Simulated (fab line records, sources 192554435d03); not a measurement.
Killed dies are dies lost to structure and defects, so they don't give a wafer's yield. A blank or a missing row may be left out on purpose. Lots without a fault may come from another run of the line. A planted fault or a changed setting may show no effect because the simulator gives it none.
fab line records | flow n5_finfet
record lots=6 wafers=18 last_day=17
route steps=1938 shown BEOL_M2@847 BEOL_M4@1111
lots that met no fault: from a run of the same line without faults
start_h: hours from the record's first day to the start of the lot's first wafer shown | wait_h: hours since the lot's step before | " the same as in the row above | L1.1+2: a row that stands for several wafers | - no value, or no start given | * or withheld: withheld | < > ~ a bound
route shown NAME@n: a module of which the file shows steps, and the number in the route of the first | usual: mean/standard deviation of fault-free wafers | same: alike in all rows | chamber/n: place in a boat | sites: the reading at each site | _std_site: their standard deviation | _edge_site: outer sites' mean less inner sites' | radius_mm: how far each site lies from the wafer's centre | mask NAME#n: copy n | behind: the tool/chamber that last shaped the wafer | hold: why the lot was held/for how many hours/how that ended | device: the transistor (n, p or np) that didn't switch | end of line: the same wafers' tests at the end of the route | a step without rows: its recipe alone | killed: dies lost to structure and defects at the first sort, not the wafer's yield | map: a wafer's dies, x killed, . not, _ none there
set.NAME: the setting as run; set.NAME@STEP: as run at that earlier step | model.NAME: the simulator's own value behind a step, which no gauge read
lots at some steps of the route; a table a step, a row a wafer
services: from which hour (start_h, from the record's first day; less than 0 if before it) a tool's chamber was out of use, for how many hours, and why
## steps
# step N5_BEOL_M2_COAT_73
# recipe resist=underlayer temp_c=205 time_s=60 spin_rpm=1500 resist_thk_nm=5
# step N5_BEOL_M2_COAT_05
# recipe resist=CAR-EUV spin_rpm=1500 resist_thk_nm=30
# step N5_BEOL_M2_EBR_07
# recipe solvent=PGMEA ebr_width_mm=1.5
# step N5_BEOL_M2_SOFTBAKE_06
# recipe temp_c=110 time_s=60 resist=CAR-EUV
# step N5_BEOL_M2_EXPOSE_08
# recipe mask_id=M2 na=0.33 source_shape=dipole sigma_inner=0.369 sigma_outer=0.767 polarization=unpolarized dose_mj=41.25
# step N5_BEOL_M2_PEB_09
# recipe peb_temp_c=100 peb_time_s=60 resist=CAR-EUV
# step N5_BEOL_M2_DEVELOP_10
# recipe develop_time_s=30 developer=TMAH resist=CAR-EUV rinse_liquid=surfactant_rinse dry=air_spin dev_temp_c=23
# step N5_BEOL_M2_CD_MEAS_11
# recipe target_cd_nm=16.79 landing_energy_ev=500 detector=se_inlens polarity=opening
# usual cd_nm=16.8/0.3
# columns lot.wafer tool chamber start_h wait_h cd_nm
L167.1 cd_sem-01 0 149.33 - 16.9
L167.3 " 0 " " 16.7
L167.4 " 0 " " 16.9
L171.2 cd_sem-01 0 176.71 - 16.9
L171.3 " 0 " " 16.7
L171.5 " 0 " " 16.6
L177.1 cd_sem-02 0 206.10 - 16.5
L177.4 " 0 " " 16.5
L177.5 " 0 " " 16.8
L178.3 cd_sem-02 0 219.74 - 16.9
L178.5 " 0 " " 16.9
L178.6 " 0 " " 17.1
L182.1 cd_sem-01 0 233.41 - 17.1
L182.3 " 0 " " 16.3
L182.5 " 0 " " 16.6
L187.1 cd_sem-02 0 272.92 - 16.7
L187.4 " 0 " " 16.5
L187.5 " 0 " " 16.7
# step N5_BEOL_M2_OVL_MEAS_12
# recipe points_per_wafer=522
# usual M2_OVL=0.0/0.87
# columns lot.wafer tool chamber start_h wait_h M2_OVL[nm]
L167.1 overlay-01 0 149.37 0.0 0.3
L167.3 " 0 " " 0.6
L167.4 " 0 " " 1.3
L171.2 overlay-01 0 176.74 0.0 1.1
L171.3 " 0 " " 1.6
L171.5 " 0 " " 0.3
L177.1 overlay-01 0 206.13 0.0 -1.8
L177.4 " 0 " " -0.6
L177.5 " 0 " " -1.3
L178.3 overlay-01 0 219.78 0.0 -0.7
L178.5 " 0 " " 0.2
L178.6 " 0 " " -1.1
L182.1 overlay-02 0 233.46 0.0 -0.1
L182.3 " 0 " " -0.3
L182.5 " 0 " " 0.2
L187.1 overlay-01 0 272.95 0.0 0.5
L187.4 " 0 " " -1.6
L187.5 " 0 " " 0.9
# step N5_BEOL_M2_INSPECT_13
# recipe mode=adi inspect_instrument=brightfield
# usual raw_defect_count=396/93
# columns lot.wafer tool chamber start_h wait_h raw_defect_count
L167.1 defect_inspect-02 - 149.42 0.1 357
L167.3 " - " " 296
L167.4 " - " " 374
L171.2 defect_inspect-01 - 176.80 0.0 425
L171.3 " - " " 405
L171.5 " - " " 425
L177.1 defect_inspect-01 - 206.19 0.1 422
L177.4 " - " " 375
L177.5 " - " " 406
L178.3 defect_inspect-01 - 219.82 0.0 378
L178.5 " - " " 428
L178.6 " - " " 317
L182.1 defect_inspect-01 - 233.52 0.1 318
L182.3 " - " " 349
L182.5 " - " " 344
L187.1 defect_inspect-01 - 273.01 0.1 245
L187.4 " - " " 254
L187.5 " - " " 311
# step N5_BEOL_M2_DESCUM_16
# recipe chemistry=O2 time_s=7 source_power_w=50 bias_power_w=20 pressure_mtorr=20 rf_frequency_hz=2.712e+07 temp_c=40 resist=CAR-EUV o2_flow_sccm=225
# usual drypump_motor_current_A=5.7/0.39 oes_product_au=0.77/0.084 rf_vpp_V=243.1/1.3 showerhead_plenum_p_Torr=2.09/0.071 throttle_valve_pct=20.59/0.2
# columns lot.wafer tool chamber start_h wait_h drypump_motor_current_A oes_product_au rf_hours_counter_h rf_vpp_V showerhead_plenum_p_Torr throttle_valve_pct
L167.1 rie_diel-06 0 149.46 0.0 6.0 0.66 265 244.2 2.13 20.49
L167.3 " 3 " " 5.9 0.69 236 242.8 2.06 21.01
L167.4 " 2 " " 5.3 0.72 - 242.5 1.99 20.62
L171.2 rie_diel-04 3 176.83 0.0 5.6 0.73 197 244.2 2.08 20.71
L171.3 " 0 " " 6.1 0.78 106 242.4 2.03 20.48
L171.5 " 3 " " 5.7 0.73 - 241.7 2.08 20.71
L177.1 rie_diel-06 1 206.22 0.0 6.1 0.69 247 244.7 2.14 20.73
L177.4 " 2 " " 5.3 0.70 - 241.2 1.98 20.66
L177.5 " 3 " " 5.9 0.68 - 242.4 2.05 21.05
L178.3 rie_diel-06 2 219.86 0.0 5.3 0.70 230 240.6 1.98 20.67
L178.5 " 0 " " 5.9 1.02 - 244.1 2.12 20.09
L178.6 " 2 " " 5.3 0.70 - 239.8 1.98 20.66
L182.1 rie_diel-02 3 233.57 0.0 5.7 0.81 76 246.3 2.23 20.58
L182.3 " 2 " " 5.0 0.70 220 242.7 2.08 20.55
L182.5 " 0 " " 5.3 0.85 - 243.8 2.09 20.51
L187.1 rie_diel-02 3 273.15 0.1 5.8 0.80 90 243.8 2.22 20.58
L187.4 " 3 " " 5.8 0.80 - 244.8 2.22 20.59
L187.5 " 1 " " 5.6 0.70 - 243.4 2.17 20.87
# step N5_BEOL_M2_ETCH_74
# recipe chemistry=N2/H2 target=underlayer target_depth_a=65 mask_material=CAR-EUV time_s=5.2 ion_energy_ev=200 pressure_mtorr=30 source_w=840 bias_w=150 n2_flow_sccm=200 h2_flow_sccm=200 ends=cleared
# usual bias_w=150.0/0.49 chamber_pressure_mTorr=30.01/0.041 drypump_motor_current_A=5.7/0.39 etch_rf_on_time_s=5.17/0.13 h2_flow_sccm=200.0/0.57 oes_product_au=0.66/0.072 rf_vpp_V=523.7/2.4 showerhead_plenum_p_Torr=2.53/0.081 throttle_valve_pct=18.00/0.2
# columns lot.wafer tool chamber start_h wait_h bias_w chamber_pressure_mTorr drypump_motor_current_A etch_rf_on_time_s h2_flow_sccm oes_product_au rf_hours_counter_h rf_vpp_V showerhead_plenum_p_Torr throttle_valve_pct
L167.1 rie_diel-06 0 149.49 0.0 150.2 29.96 6.0 4.97 199.5 0.58 265 526.5 2.58 17.98
L167.3 " 3 " " 150.0 30.00 5.9 5.38 199.8 0.59 236 522.7 2.51 18.40
L167.4 " 2 " " 149.4 29.97 5.3 5.07 198.8 0.62 - 520.7 2.42 18.09
L171.2 rie_diel-04 3 176.86 0.0 149.7 30.03 5.7 5.26 199.9 0.62 197 524.4 2.52 18.13
L171.3 " 0 " " 149.3 30.03 6.1 5.21 200.2 0.65 106 521.8 2.44 17.69
L171.5 " 3 " " 149.9 30.04 5.7 5.22 199.5 0.61 - 524.5 2.52 18.10
L177.1 rie_diel-06 1 206.26 0.0 149.8 30.08 6.1 5.35 200.0 0.59 247 524.6 2.60 18.10
L177.4 " 2 " " 150.3 30.00 5.3 5.15 198.9 0.62 - 520.0 2.41 18.13
L177.5 " 3 " " 150.5 30.06 5.9 5.39 199.6 0.57 - 521.1 2.50 18.46
L178.3 rie_diel-06 2 219.89 0.0 150.7 30.03 5.3 5.12 200.6 0.61 230 520.2 2.40 18.10
L178.5 " 0 " " 150.4 29.95 5.9 4.85 200.5 0.90 - 524.8 2.57 17.51
L178.6 " 2 " " 150.6 30.00 5.3 5.17 200.0 0.62 - 519.1 2.40 18.14
L182.1 rie_diel-02 3 233.60 0.0 149.3 29.99 5.8 5.08 199.7 0.70 76 529.7 2.67 17.81
L182.3 " 2 " " 149.6 30.07 5.0 5.20 200.5 0.61 220 523.2 2.50 17.95
L182.5 " 0 " " 150.3 30.06 5.3 5.14 199.6 0.71 - 525.6 2.58 18.09
L187.1 rie_diel-02 3 273.19 0.0 149.6 29.99 5.7 5.13 199.9 0.68 90 529.0 2.67 17.85
L187.4 " 3 " " 149.9 30.01 5.7 5.17 200.6 0.68 - 527.8 2.67 17.85
L187.5 " 1 " " 149.4 30.00 5.6 5.16 200.1 0.59 - 526.6 2.62 18.18
# step N5_BEOL_M2_ETCH_63
# recipe chemistry=CF4 target=SiARC target_depth_a=156 mask_material=CAR-EUV time_s=26 ion_energy_ev=80 pressure_mtorr=40 source_w=545 bias_w=36 Ar_flow_sccm=100 cf4_flow_sccm=100 ends=cleared
# usual bias_w=36.00/0.11 cf4_flow_sccm=100.04/0.29 drypump_motor_current_A=5.7/0.39 etch_rf_on_time_s=25.9/0.61 oes_product_au=0.66/0.073 rf_vpp_V=183.9/1.1 showerhead_plenum_p_Torr=2.14/0.063 throttle_valve_pct=15.79/0.22
# columns lot.wafer tool chamber start_h wait_h bias_w cf4_flow_sccm drypump_motor_current_A etch_rf_on_time_s oes_product_au rf_hours_counter_h rf_vpp_V showerhead_plenum_p_Torr throttle_valve_pct
L167.1 rie_diel-06 0 149.51 0.0 35.97 99.96 6.0 25.1 0.58 265 184.0 2.18 15.76
L167.3 " 3 " " 35.81 100.05 5.9 26.8 0.58 236 184.0 2.11 16.23
L167.4 " 2 " " 36.00 100.49 5.3 26.0 0.62 - 182.7 2.05 15.83
L171.2 rie_diel-04 3 176.88 0.0 36.01 100.57 5.7 26.1 0.62 197 183.5 2.14 15.97
L171.3 " 0 " " 35.87 100.55 6.1 26.1 0.67 107 183.5 2.08 15.61
L171.5 " 3 " " 35.96 100.09 5.7 26.3 0.62 - 184.6 2.14 15.98
L177.1 rie_diel-06 1 206.27 0.0 - - - - - - - - -
L177.4 " 2 " " - - - - - - - - -
L177.5 " 3 " " - - - - - - - - -
L178.3 rie_diel-06 2 219.91 0.0 - - - - - - - - -
L178.5 " 0 " " - - - - - - - - -
L178.6 " 2 " " - - - - - - - - -
L182.1 rie_diel-02 3 233.62 0.0 36.09 100.41 5.8 25.4 0.71 76 185.0 2.24 15.47
L182.3 " 2 " " 36.00 100.01 5.0 26.4 0.60 220 184.2 2.13 15.84
L182.5 " 0 " " 36.14 100.15 5.3 26.0 0.71 - 183.8 2.18 15.81
L187.1 rie_diel-02 3 273.21 0.0 35.88 100.27 5.7 25.5 0.69 90 186.1 2.23 15.50
L187.4 " 3 " " 35.76 100.05 5.7 25.4 0.69 - 185.7 2.23 15.50
L187.5 " 1 " " 35.91 99.69 5.5 25.8 0.59 - 184.2 2.21 16.02
# step N5_BEOL_M2_ETCH_64
# recipe chemistry=N2/H2 target=SOC target_depth_a=750 overetch_a=225 mask_material=SiARC temp_c=40 time_s=121.9 ion_energy_ev=200 pressure_mtorr=30 source_w=840 bias_w=150 n2_flow_sccm=200 h2_flow_sccm=200
# usual bias_w=150.0/0.38 chamber_pressure_mTorr=30.00/0.031 drypump_motor_current_A=5.7/0.39 h2_flow_sccm=200.0/0.61 oes_product_au=0.58/0.058 rf_vpp_V=523.6/2.3 showerhead_plenum_p_Torr=2.53/0.081 throttle_valve_pct=17.95/0.2
# columns lot.wafer tool chamber start_h wait_h bias_w chamber_pressure_mTorr drypump_motor_current_A h2_flow_sccm oes_product_au rf_hours_counter_h rf_vpp_V showerhead_plenum_p_Torr throttle_valve_pct
L167.1 rie_diel-06 0 149.54 0.0 150.7 30.00 5.9 200.7 0.51 265 525.0 2.58 17.93
L167.3 " 3 " " 150.0 30.04 6.0 199.7 0.53 236 522.8 2.51 18.37
L167.4 " 2 " " 149.9 30.01 5.3 201.0 0.55 - 519.6 2.42 18.04
L171.2 rie_diel-04 3 176.91 0.0 149.9 30.00 5.7 200.0 0.55 197 523.4 2.52 18.08
L171.3 " 0 " " 150.0 29.96 6.2 200.5 0.59 107 522.1 2.44 17.65
L171.5 " 3 " " 149.8 30.02 5.6 199.6 0.55 - 523.4 2.52 18.08
L177.1 rie_diel-06 1 206.30 0.0 150.1 29.99 6.1 199.3 0.27 247 524.5 2.60 18.02
L177.4 " 2 " " 149.2 30.00 5.3 201.7 0.27 - 521.5 2.41 18.05
L177.5 " 3 " " 149.8 30.04 5.9 199.5 0.26 - 522.5 2.50 18.37
L178.3 rie_diel-06 2 219.94 0.0 150.6 30.00 5.3 200.9 0.27 230 520.0 2.40 18.04
L178.5 " 0 " " 149.9 29.98 5.9 199.6 0.38 - 527.1 2.57 17.44
L178.6 " 2 " " 150.0 29.98 5.3 200.5 0.27 - 520.0 2.40 18.06
L182.1 rie_diel-02 3 233.65 0.0 149.9 29.95 5.7 200.5 0.63 76 527.6 2.67 17.76
L182.3 " 2 " " 150.1 30.03 5.0 200.0 0.53 220 523.3 2.51 17.92
L182.5 " 0 " " 149.5 30.02 5.3 200.5 0.64 - 525.4 2.58 18.03
L187.1 rie_diel-02 3 273.23 0.0 149.5 29.99 5.8 200.7 0.61 90 528.6 2.67 17.80
L187.4 " 3 " " 149.8 29.96 5.7 199.5 0.61 - 528.4 2.67 17.81
L187.5 " 1 " " 149.7 30.03 5.6 199.7 0.52 - 525.4 2.62 18.12
# step N5_BEOL_M2_STRIP_65
# recipe chemistry=N2/H2 temp_c=40 n2_flow_sccm=200 h2_flow_sccm=200 rf_frequency_hz=6e+07
# step N5_BEOL_M2_STRIP_75
# recipe chemistry=N2/H2 temp_c=40 n2_flow_sccm=200 h2_flow_sccm=200 rf_frequency_hz=6e+07
# step N5_BEOL_M2_STRIP_66
# recipe chemistry=CF4 resist=SiARC power_w=300 bias_power_w=75 pressure_mtorr=50 cf4_flow_sccm=150 rf_frequency_hz=6e+07
# usual cf4_flow_sccm=150.0/0.44 drypump_motor_current_A=5.7/0.39 oes_product_au=0.76/0.075 power_w=300.0/0.93 rf_vpp_V=271.0/1.5 showerhead_plenum_p_Torr=1.79/0.056 throttle_valve_pct=13.74/0.23
# columns lot.wafer tool chamber start_h wait_h cf4_flow_sccm drypump_motor_current_A oes_product_au power_w rf_hours_counter_h rf_vpp_V showerhead_plenum_p_Torr throttle_valve_pct
L167.1 rie_diel-06 0 149.67 0.0 150.8 5.9 0.66 298.9 265 271.3 1.81 13.78
L167.3 " 3 " " 150.3 5.9 0.69 300.6 236 271.8 1.75 14.14
L167.4 " 2 " " 150.2 5.3 0.73 300.2 - 268.6 1.70 13.73
L171.2 rie_diel-04 3 177.04 0.0 149.4 5.6 0.72 298.9 197 270.7 1.80 13.96
L171.3 " 0 " " 150.2 6.2 0.78 299.1 107 268.6 1.74 13.57
L171.5 " 3 " " 149.7 5.6 0.72 299.3 - 271.1 1.80 13.97
L177.1 rie_diel-06 1 206.44 0.0 151.2 6.1 0.70 298.9 247 270.2 1.84 14.00
L177.4 " 2 " " 150.2 5.3 0.70 300.0 - 269.2 1.69 13.81
L177.5 " 3 " " 149.9 5.9 0.67 299.9 - 271.5 1.75 14.20
L178.3 rie_diel-06 2 220.07 0.0 150.1 5.3 0.71 299.5 230 269.9 1.69 13.82
L178.5 " 0 " " 150.2 6.0 0.99 300.2 - 271.9 1.81 13.16
L178.6 " 2 " " 150.0 5.3 0.70 299.2 - 268.1 1.69 13.81
L182.1 rie_diel-02 3 233.78 0.0 149.9 5.7 0.80 300.1 76 273.4 1.87 13.41
L182.3 " 2 " " 150.5 5.0 0.70 300.6 220 270.3 1.79 13.83
L182.5 " 0 " " 150.0 5.3 0.84 299.6 - 270.7 1.82 13.70
L187.1 rie_diel-02 3 273.37 0.0 149.8 5.7 0.80 300.5 90 271.8 1.86 13.45
L187.4 " 3 " " 149.9 5.8 0.80 300.3 - 273.2 1.86 13.44
L187.5 " 1 " " 149.8 5.6 0.68 301.0 - 271.7 1.85 14.03
# step N5_BEOL_M2_HM_OPEN_17
# recipe chemistry=Cl2/BCl3 target_depth_a=200 overetch_a=60 target=TiN mask_material=SOC ion_energy_ev=150 pressure_mtorr=10 icp_w=1000 bias_w=126 Cl2_flow_sccm=53.25 bcl3_flow_sccm=21.75 Ar_flow_sccm=25
# usual drypump_motor_current_A=5.7/0.35 oes_product_au=0.64/0.08 throttle_valve_pct=22.27/0.27
# columns lot.wafer tool chamber start_h wait_h drypump_motor_current_A oes_product_au rf_hours_counter_h throttle_valve_pct
L167.1 rie_metal-02 1 149.71 0.0 5.3 0.67 39 22.48
L167.3 " 0 " " 5.9 0.55 - 22.29
L167.4 " 1 " " 5.3 0.68 - 22.45
L171.2 rie_metal-01 0 177.08 0.0 5.4 0.77 7 22.04
L171.3 " 1 " " 6.5 0.60 - 22.27
L171.5 " 0 " " 5.4 0.77 - 22.02
L177.1 rie_metal-03 1 206.48 0.0 5.7 0.34 6 22.29
L177.4 " 0 " " 5.7 0.26 - 23.12
L177.5 " 0 " " 5.7 0.26 - 23.12
L178.3 rie_metal-02 1 220.14 0.1 5.3 0.29 - 23.13
L178.5 " 0 " " 5.9 0.24 - 22.97
L178.6 " 1 " " 5.3 0.29 - 23.12
L182.1 rie_metal-01 1 233.82 0.0 6.5 0.59 76 22.29
L182.3 " 0 " " 5.4 0.74 - 22.07
L182.5 " 1 " " 6.5 0.59 - 22.29
L187.1 rie_metal-02 1 273.41 0.0 5.3 0.64 49 22.49
L187.4 " 1 " " 5.3 0.64 - 22.49
L187.5 " 1 " " 5.3 0.64 - 22.49
# step N5_BEOL_M2_STRIP_19
# recipe chemistry=O2 power_w=400 temp_c=40 pressure_mtorr=30 rf_frequency_hz=6e+07 bias_power_w=0 overash_fraction=0.2 o2_flow_sccm=225
# usual drypump_motor_current_A=5.6/0.39 oes_product_au=0.79/0.091 rf_vpp_V=3.7/0.48 showerhead_plenum_p_Torr=2.10/0.074 throttle_valve_pct=16.80/0.2
# columns lot.wafer tool chamber start_h wait_h drypump_motor_current_A oes_product_au rf_hours_counter_h rf_vpp_V showerhead_plenum_p_Torr throttle_valve_pct
L167.1 rie_diel-06 2 149.82 0.1 5.3 0.72 198 3.3 2.00 16.90
L167.3 " 3 " " 5.9 0.70 236 3.4 2.06 17.27
L167.4 " 3 " " 5.9 0.70 - 3.7 2.06 17.26
L171.2 rie_diel-04 0 177.19 0.1 6.1 0.79 107 3.7 2.03 16.71
L171.3 " 2 " " 6.4 0.73 183 3.1 1.99 16.65
L171.5 " 0 " " 6.1 0.79 - 4.0 2.03 16.69
L177.1 rie_diel-02 1 206.59 0.1 5.6 0.72 210 3.1 2.19 17.09
L177.4 " 3 " " 5.8 0.83 66 3.4 2.23 16.72
L177.5 " 3 " " 5.8 0.83 - 3.0 2.23 16.71
L178.3 rie_diel-02 3 220.22 0.1 5.8 0.83 70 3.5 2.23 16.71
L178.5 " 2 " " 5.0 0.71 - 3.7 2.08 16.81
L178.6 " 1 " " 5.5 0.71 - 3.0 2.19 17.09
L182.1 rie_diel-06 3 234.11 0.3 5.9 0.98 1 3.9 2.05 16.83
L182.3 " 0 " " 6.0 0.98 6 3.9 2.12 16.34
L182.5 " 2 " " 5.3 0.70 - 3.2 1.98 16.97
L187.1 rie_diel-02 0 273.63 0.2 5.3 0.84 78 3.2 2.09 16.74
L187.4 " 3 " " 5.7 0.79 - 4.1 2.23 16.75
L187.5 " 1 " " 5.6 0.70 - 3.1 2.18 17.13
# step N5_BEOL_M2_CD_MEAS_18
# recipe pitch_nm=36 target_cd_nm=18
# usual cd_nm=18.1/0.42
# columns lot.wafer tool chamber start_h wait_h cd_nm
L167.1 cd_sem-02 - 149.89 0.0 19.0
L167.3 " - " " 18.6
L167.4 " - " " 18.3
L171.2 cd_sem-01 - 177.27 0.1 17.9
L171.3 " - " " 18.0
L171.5 " - " " 18.1
L177.1 cd_sem-03 - 206.66 0.0 -
L177.4 " - " " -
L177.5 " - " " -
L178.3 cd_sem-01 - 220.29 0.1 -
L178.5 " - " " -
L178.6 " - " " -
L182.1 cd_sem-03 - 234.18 0.0 18.0
L182.3 " - " " 18.0
L182.5 " - " " 18.1
L187.1 cd_sem-03 - 273.70 0.0 17.9
L187.4 " - " " 17.7
L187.5 " - " " 18.5
# step N5_BEOL_M2_COAT_67
# recipe resist=SOC temp_c=250 time_s=60 spin_rpm=1500 resist_thk_nm=60
# step N5_BEOL_M4_RC_MEAS_101
# usual DIBL_N=36.3/1.6 DIBL_P=36.2/2.1 IOFF_N=0.16/0.031 IOFF_P=0.21/0.034 ION_N=673/11 ION_P=461/7.4 SS_N=71.6/0.55 SS_P=73.3/0.66 VT_N=251/3.2 VT_P=-251/3.5
# columns lot.wafer tool chamber start_h wait_h DIBL_N[mV/V] DIBL_P[mV/V] IOFF_N[nA/um] IOFF_P[nA/um] ION_N[uA/um] ION_P[uA/um] SS_N[mV/dec] SS_P[mV/dec] VT_N[mV] VT_P[mV]
L167.1 prober-01 0 179.89 0.0 35.8 34.9 0.15 0.18 668 454 72.2 72.9 254 -252
L167.3 " 0 " " 35.2 35.2 0.14 0.18 666 459 71.4 73.5 252 -253
L167.4 " 0 " " 35.5 36.0 0.16 0.20 672 459 71.9 73.0 249 -251
L171.2 prober-01 0 204.88 0.2 35.2 34.9 0.13 0.17 663 448 71.0 72.3 254 -255
L171.3 " 0 " " 34.4 33.3 0.12 0.16 669 458 71.0 72.1 255 -258
L171.5 " 0 " " 36.8 36.8 0.16 0.21 687 463 70.9 73.3 248 -252
L182.1 prober-01 0 261.67 0.0 39.5 40.3 0.22 0.26 689 467 72.5 75.0 246 -250
L182.3 " 0 " " 41.2 40.7 0.25 0.26 695 462 72.7 74.6 244 -248
L182.5 " 0 " " 39.4 39.9 0.22 0.26 702 476 71.9 74.7 245 -248
L187.1 prober-01 0 297.85 0.0 35.5 35.7 0.15 0.17 680 464 71.4 72.9 250 -256
L187.4 " 0 " " 37.2 38.6 0.20 0.23 682 467 71.6 74.1 247 -250
L187.5 " 0 " " 38.1 39.8 0.20 0.25 686 470 72.0 74.1 247 -250
## services
# columns tool chamber start_h hours kind
rie_metal-02 - 150.85 2.8 pm
rie_diel-02 1 162.23 15.8 repair
rie_diel-02 - 192.75 0.2 repair
rie_diel-06 0 198.38 - clean
rie_diel-06 0 198.38 - consumable_replace:focus_ring
rie_diel-06 0 198.38 20.0 scheduled_down
rie_diel-06 0 198.38 20.0 vent_cycle
rie_diel-04 0 208.52 8.1 repair
rie_diel-06 3 218.47 - clean
rie_diel-06 3 218.47 - consumable_replace:focus_ring
rie_diel-06 3 218.47 14.5 scheduled_down
rie_diel-06 3 218.47 14.5 vent_cycle
rie_diel-06 - 224.00 4.3 pm
rie_metal-01 1 225.19 7.6 repair
rie_diel-06 1 232.93 - clean
rie_diel-06 1 232.93 - consumable_replace:focus_ring
rie_diel-06 1 232.93 23.5 scheduled_down
rie_diel-06 1 232.93 23.5 vent_cycle
rie_diel-02 2 266.21 11.0 repair
rie_metal-02 0 273.31 12.5 repair
## key
first_sign step=N5_BEOL_M2_ETCH_63 reading=tool_record direction=missing
effect step=N5_BEOL_M2_ETCH_64 reading=oes_product_au direction=down sigmas=5.1 usual=0.58 struck=0.28
effect step=N5_BEOL_M2_HM_OPEN_17 reading=oes_product_au direction=down sigmas=4.5 usual=0.64 struck=0.28
effect step=N5_BEOL_M2_CD_MEAS_18 reading=cd_nm direction=missing
met_at N5_BEOL_M2_ETCH_63
struck_wafers L177.1,L177.4,L177.5,L178.3,L178.5,L178.6
later_rows_left_out L177.1,L177.4,L177.5,L178.3,L178.5,L178.6
sort_left_out L177.1,L177.4,L177.5,L178.3,L178.5,L178.6
onset_between 149.51 206.27
fault kind=skipped_step_whole tool=rie_diel-06 chamber=- onset_h=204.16 steps=N5_BEOL_M2_ETCH_63 scope=struck_lots_only
# sort_left_out: the simulated sort isn't trusted on such a fault, so these wafers' sort isn't shown, and their yield isn't known
# later_rows_left_out: the simulator's readings of these wafers behind a module that went badly wrong aren't trusted and aren't shown, but for the sort
